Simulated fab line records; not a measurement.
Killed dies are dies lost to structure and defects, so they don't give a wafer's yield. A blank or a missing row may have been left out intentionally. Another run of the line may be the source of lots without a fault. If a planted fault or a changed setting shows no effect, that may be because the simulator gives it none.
Which tool did it? | flow nandHarc | 36 wafers from 12 lots sampled at 4 of the route's 1302 steps

WHAT THE GAUGES SHOWED, per wafer
NHARC_A_CONTACT_OVL_MEAS_09.
lot  | measured     | on         | overlayXNm (nm)
L075 | day 23 01:04 | overlay-02 | -0.9 0.1 -0.3
L076 | day 23 15:21 | overlay-02 | 0.1 0.0 -0.3
L078 | day 23 23:42 | overlay-02 | -1.3 -1.4 -1.3
L082 | day 25 15:41 | overlay-02 | 0.0 0.8 0.6
L083 | day 26 01:29 | overlay-01 | 0.0 -0.3 0.1
L087 | day 26 19:53 | overlay-02 | 0.7 0.1 0.9
L085 | day 27 00:34 | overlay-02 | 0.2 0.5 0.6
L088 | day 28 11:04 | overlay-02 | -0.2 0.5 0.0
L090 | day 29 08:35 | overlay-02 | -0.8 0.0 -0.9
L093 | day 29 22:27 | overlay-02 | 0.3 0.3 0.9
L094 | day 30 17:31 | overlay-01 | -0.2 -1.1 -0.9
L097 | day 31 11:23 | overlay-02 | 0.3 -0.5 -0.2

WHICH TOOL RAN EACH LOT (tool, then ch and the chambers of the sampled wafers, then the start)
lot  | NHARC_A_CONTACT_ETCH_114           | NHARC_A_CONTACT_ETCH_96                      | NHARC_A_CONTACT_ETCH_78
L075 | harCapEtch-02 ch 0,1, day 22 07:45 | rieDiel-10 ch 1,2,3, day 23 01:04 or earlier | rieDiel-10 ch 1,2, day 23 01:04 or earlier
L076 | harCapEtch-03 ch 0,1, day 22 18:44 | rieDiel-03 ch 0,3, day 23 15:21 or earlier   | rieDiel-03 ch 0,3, day 23 15:21 or earlier
L078 | harCapEtch-02 ch 0, day 23 04:23   | rieDiel-10 ch 1,3, day 23 23:42 or earlier   | rieDiel-10 ch 0,2,3, day 23 23:42 or earlier
L082 | harCapEtch-01 ch 0,1, day 24 22:49 | rieDiel-11 ch 0,1, day 25 15:41 or earlier   | rieDiel-10 ch 1,2,3, day 25 15:41 or earlier
L083 | harCapEtch-03 ch 0,1, day 25 05:45 | rieDiel-11 ch 0,2,3, day 25 16:40 or earlier | rieDiel-10 ch 0,1, day 25 16:40
L087 | harCapEtch-03 ch 0,1, day 26 03:02 | rieDiel-11 ch 0,1,2, day 26 19:53 or earlier | rieDiel-10 ch 0,1,3, day 26 19:53 or earlier
L085 | harCapEtch-03 ch 0,1, day 26 08:29 | rieDiel-10 ch 1,2,3, day 27 00:34 or earlier | rieDiel-10 ch 1,2,3, day 27 00:34 or earlier
L088 | harCapEtch-01 ch 1, day 27 19:12   | rieDiel-10 ch 2,3, day 28 11:04 or earlier   | rieDiel-10 ch 0,3, day 28 11:04 or earlier
L090 | harCapEtch-02 ch 0,1, day 28 11:50 | rieDiel-10 ch 0,3, day 29 08:35 or earlier   | rieDiel-10 ch 0,2,3, day 29 08:35 or earlier
L093 | harCapEtch-03 ch 0,1, day 29 07:05 | rieDiel-11 ch 1,2,3, day 29 22:27 or earlier | rieDiel-10 ch 1,2,3, day 29 22:27 or earlier
L094 | harCapEtch-02 ch 0,1, day 29 22:39 | rieDiel-10 ch 0,1,2, day 30 17:31 or earlier | rieDiel-11 ch 0,2,3, day 30 17:31 or earlier
L097 | harCapEtch-02 ch 0,1, day 30 18:47 | rieDiel-10 ch 0,2,3, day 31 11:23 or earlier | rieDiel-11 ch 1,2,3, day 31 11:23 or earlier
- NHARC_A_CONTACT_ETCH_114: etches the open film in C4F8/O2/Ar, time 190 s, target depth 1850 nm.
- NHARC_A_CONTACT_ETCH_96: etches the open film in C4F6/O2, target depth 20 nm, time 10 s.
- NHARC_A_CONTACT_ETCH_78: etches the open film in O2/COS, target depth 5300 nm, time 1378 s.

THE ANSWER, worked out from the rows above alone
Rule: the lots themselves supply what counts as usual. The widest of any qualifying gaps counts: lots, ordered by their means at a reading, are off when they make up no more than a third of the lots, leave a main group of 4 or more, and stand apart from it by 3 or more times the standard deviation of that group's means. If all means in a main group match to the digits the tables above print for the reading, that group is not used. Also off: a lot with no number at a reading for which 4 or more lots have one. The other lots that the step has rows for count as sound.
No lot is off at any reading shown: from this, nothing can be told.

WHAT HAD BEEN PUT IN BY THE SIMULATOR
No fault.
